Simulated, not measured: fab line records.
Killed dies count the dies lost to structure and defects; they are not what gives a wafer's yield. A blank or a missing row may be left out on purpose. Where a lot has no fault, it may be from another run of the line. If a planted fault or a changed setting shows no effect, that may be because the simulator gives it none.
Lot-split experiment + flow n5-finfet + on a route of 1938 steps: 7 lots, 21 wafers read

== SPLIT DETAILS ==
At N5_BEOL_M2_ALD_98 (deposits SiO2, target thk 2.5 nm, pulse time 1 s, co reactant pulse time 1 s), the setting ald-cycles was moved away from the recipe's 17 on 8 of the 21 wafers read, by -11.8% to +11.8%. This setting was run at the recipe's value on the other wafers.

The split's own step is where the reading is taken.

== THE READING ==
SiO2_of_BEOL_M2_ALD_98.thk-nm (the simulator's own value, which no gauge read), in nm, at N5_BEOL_M2_ALD_98 (deposits SiO2, target thk 2.5 nm, pulse time 1 s, co reactant pulse time 1 s). The file gives no usual value for it. Here, 13 wafers ran the recipe; their average is 2.5 nm with a standard deviation of 0.092 nm.

| wafer  | tool, chamber at the split | ald-cycles as run | against the recipe | SiO2_of_BEOL_M2_ALD_98.thk-nm, nm | against lot-mates on the recipe |
|--------|----------------------------|-------------------|--------------------|-----------------------------------|---------------------------------|
| L075.2 | ald-sin-03, 1,0            | 17                | recipe             | 2.6                               | -                               |
| L075.3 | ald-sin-03, 1,0            | 17                | recipe             | 2.6                               | -                               |
| L075.5 | ald-sin-03, 1              | 18                | +5.9%              | 2.6                               | +0.0                            |
| L084.3 | ald-sin-04, 0              | 17                | recipe             | 2.6                               | -                               |
| L084.6 | ald-sin-04, 0              | 17                | recipe             | 2.6                               | -                               |
| L084.5 | ald-sin-04, 3              | 18                | +5.9%              | 2.6                               | +0.0                            |
| L085.1 | ald-sin-03, 3              | 19                | +11.8%             | 2.8                               | +0.4                            |
| L085.4 | ald-sin-03, 2,1            | 17                | recipe             | 2.4                               | -                               |
| L085.6 | ald-sin-03, 2,1            | 17                | recipe             | 2.4                               | -                               |
| L090.3 | ald-sin-03, 3,0            | 17                | recipe             | 2.4                               | -                               |
| L090.5 | ald-sin-03, 3,0            | 17                | recipe             | 2.4                               | -                               |
| L090.4 | ald-sin-03, 0              | 17                | recipe             | 2.6                               | -                               |
| L093.3 | ald-sin-01, 2              | 16                | -5.9%              | 2.4                               | -0.2                            |
| L093.5 | ald-sin-01, 2              | 16                | -5.9%              | 2.4                               | -0.2                            |
| L093.4 | ald-sin-01, 0              | 17                | recipe             | 2.6                               | -                               |
| L092.1 | ald-sin-01, 2,0            | 15                | -11.8%             | 2.2                               | -0.4                            |
| L092.4 | ald-sin-01, 2,0            | 15                | -11.8%             | 2.2                               | -0.4                            |
| L092.3 | ald-sin-01, 3              | 17                | recipe             | 2.6                               | -                               |
| L096.2 | ald-sin-04, 0              | 19                | +11.8%             | 2.8                               | +0.2                            |
| L096.3 | ald-sin-04, 2,1            | 17                | recipe             | 2.6                               | -                               |
| L096.5 | ald-sin-04, 2,1            | 17                | recipe             | 2.6                               | -                               |
The file does not say which wafer passed through which chamber wherever a row lists several chambers: such a row stands for several wafers.

FIT RESULTS
A straight line over all 21 wafers: SiO2_of_BEOL_M2_ALD_98.thk-nm changes by +0.0238 nm for each +1% of ald-cycles; r = +0.87; the points scatter about the line by 0.081 nm.
The same after taking each lot's own level away (the mean of its wafers on the recipe; 21 wafers): +0.0272 nm for each +1%; r = +0.92; scatter 0.072 nm.
On that fit, the largest move of ald-cycles shifts the reading by 0.32 nm.
From 2.40 to 2.60 nm: that is the span of the lots' own levels, equal to 2.2 times the standard deviation above.
So the slope is not independent of the lot-to-lot level: the two fits are not the same.
Check: +0.256 nm against its lot-mates is what the line predicts for one of the wafers moved furthest among these (+11.8%) when that wafer is left out of the fit. Against them it came out at +0.4 nm.

== OTHER SPLITS APPLIED TO THESE WAFERS ==
Other splits were also applied to these wafers ahead of the reading. Each is held against what the fit with the lots' levels taken away leaves over:
| other split on the same wafers              | wafers away from the commonest value | r with SiO2_of_BEOL_M2_ALD_98.thk-nm (lot level and that fit taken away) |
|---------------------------------------------|--------------------------------------|--------------------------------------------------------------------------|
| N5_BEOL_M0_SAQP_SPACER2_ALD_26 target-thk-a | 4                                    | -0.19                                                                    |
| N5_BEOL_M0_SAQP_COAT_69 spin-rpm            | 7                                    | +0.05                                                                    |
| N5_BEOL_M1_PECVD_72 time-s                  | 6                                    | -0.35                                                                    |

== THE FILE'S OWN FIT ==
SiO2_of_BEOL_M2_ALD_98.thk-nm changes by +0.0249 nm for each +1% of ald-cycles, r = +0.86.
